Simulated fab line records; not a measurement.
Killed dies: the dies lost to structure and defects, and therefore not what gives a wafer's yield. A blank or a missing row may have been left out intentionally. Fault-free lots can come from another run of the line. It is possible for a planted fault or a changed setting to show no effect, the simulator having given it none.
Chamber matching	flow n5-finfet	4 sister chambers for N5_HKMG_FIN_ETCH_32 on rie-diel-06
The step etches SOC in N2/H2, target depth 240 nm, time 300 s. 20 wafers are shown with their chamber, then 10 later ones without.

WAFERS, EACH WITH ITS CHAMBER
wafer	chamber	showerhead-plenum-p-Torr (Torr)	drypump-motor-current-A (A)	rf-vpp-V (V)
L074.2	2	2.52	5.9	522.6
L074.4	1	2.61	6.6	525.9
L074.6	3	2.56	5.5	525.5
L075.2	2	2.52	6.0	523.7
L075.5	2	2.52	6.0	523.2
L075.6	3	2.56	5.5	523.5
L081.4	3	2.56	5.6	522.2
L081.5	2	2.51	6.0	524.8
L081.6	1	2.61	6.6	526.4
L082.3	2	2.51	5.9	522.7
L082.5	3	2.56	5.5	523.7
L082.6	0	2.71	6.0	528.5
L083.3	0	2.71	6.1	527.9
L083.4	3	2.55	5.5	523.7
L083.6	0	2.71	6.1	529.4
L089.1	3	2.55	5.5	524.1
L089.4	2	2.50	5.9	522.5
L089.6	1	2.60	6.6	525.5
L090.2	2	2.50	5.9	521.5
L090.4	1	2.60	6.6	525.7

SIGNATURES (means of the wafers above)
reading	chamber 0	chamber 1	chamber 2	chamber 3	scatter within a chamber
showerhead-plenum-p-Torr	2.7100	2.6050	2.5114	2.5567	0.0067
drypump-motor-current-A	6.067	6.600	5.943	5.517	0.0448
rf-vpp-V	528.600	525.875	523.000	523.783	0.927
Rule: distance of a wafer from a chamber = root of the sum over the readings of ((wafer's reading minus chamber's mean) / reading's scatter) squared. The wafer belongs to the nearest chamber; if the next one is less than 2 further off, it can't be placed. How the scatter is found: for the shown wafers, subtract from each reading the mean of its chamber, square and add these, divide the total by (wafers less chambers), then take the root.

WAFERS MISSING THEIR CHAMBER
wafer	showerhead-plenum-p-Torr (Torr)	drypump-motor-current-A (A)	rf-vpp-V (V)
L090.6	2.70	6.1	529.6
L093.4	2.50	5.9	522.7
L093.5	2.60	6.6	526.1
L093.6	2.70	6.1	528.4
L094.1	2.55	5.5	524.0
L094.4	2.55	5.5	523.9
L094.6	2.69	6.1	527.3
L097.2	2.60	6.6	524.8
L097.5	2.59	6.6	524.9
L097.6	2.50	5.9	523.3

WHICH CHAMBER EACH WENT THROUGH
wafer	from the rows above	in truth
L090.6	0	0
L093.4	2	2
L093.5	1	1
L093.6	0	0
L094.1	3	3
L094.4	3	3
L094.6	0	0
L097.2	1	1
L097.5	1	1
L097.6	2	2
Correct placement for 10 of the 10. Number that these rows cannot place: 0. Placed wrongly: 0.
